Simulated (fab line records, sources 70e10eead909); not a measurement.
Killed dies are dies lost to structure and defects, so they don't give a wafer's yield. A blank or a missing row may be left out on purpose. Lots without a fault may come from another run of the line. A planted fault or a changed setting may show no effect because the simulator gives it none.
Chamber matching | flow nand_harc | NHARC_A_WL_FILL_CMP_12 on cmp-03: 4 sister chambers
The step polishes, t overpolish 30 s, target thk 100 nm. 8 wafers are shown with their chamber, then 7 later ones without.

WAFERS WITH THEIR CHAMBER
wafer  | chamber | motor_current_A (A) | time_to_endpoint_s (s)
L082.2 | 2       | 13.7                | 20.0
L082.5 | 2       | 13.5                | 20.0
L083.1 | 3       | 13.3                | 21.7
L086.2 | 3       | 12.6                | 16.5
L086.3 | 0       | 13.2                | 17.5
L086.5 | 1       | 11.4                | 19.1
L089.2 | 1       | 12.3                | 20.6
L089.3 | 0       | 13.0                | 17.7

WAFERS WITHOUT THEIR CHAMBER
wafer  | motor_current_A (A) | time_to_endpoint_s (s)
L089.5 | 13.5                | 19.8
L090.2 | 13.2                | 18.3
L090.3 | 13.9                | 19.1
L090.6 | 13.8                | 21.9
L097.3 | 14.1                | 22.2
L097.5 | 12.7                | 15.3
L097.6 | 13.5                | 19.7

WHICH CHAMBER EACH WENT THROUGH
wafer  | from the rows above               | in truth
L089.5 | can't be placed: 2 or 3 or 0      | 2
L090.2 | can't be placed: 0 or 3 or 2      | 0
L090.3 | can't be placed: 2 or 0 or 3      | 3
L090.6 | can't be placed: 2 or 3 or 0      | 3
L097.3 | can't be placed: 2 or 3 or 0      | 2
L097.5 | can't be placed: 0 or 3 or 1 or 2 | 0
L097.6 | can't be placed: 2 or 3 or 0      | 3
Placed correctly: 0 of 7. Can't be placed from these rows: 7 (the true chamber is among the candidates in 7). Placed wrongly: 0.
How it was worked out, from the rows above alone: a wafer's distance from a chamber is the root of the sum, over the readings, of the square of ((its reading less the chamber's mean) divided by the reading's scatter). The wafer belongs to the nearest chamber; if the next one is less than 2 further off, it can't be placed. A chamber's mean is the mean of its shown wafers. The scatter: the root of (the sum of the squares of (reading less its chamber's mean) over the shown wafers, divided by (wafers less chambers)).
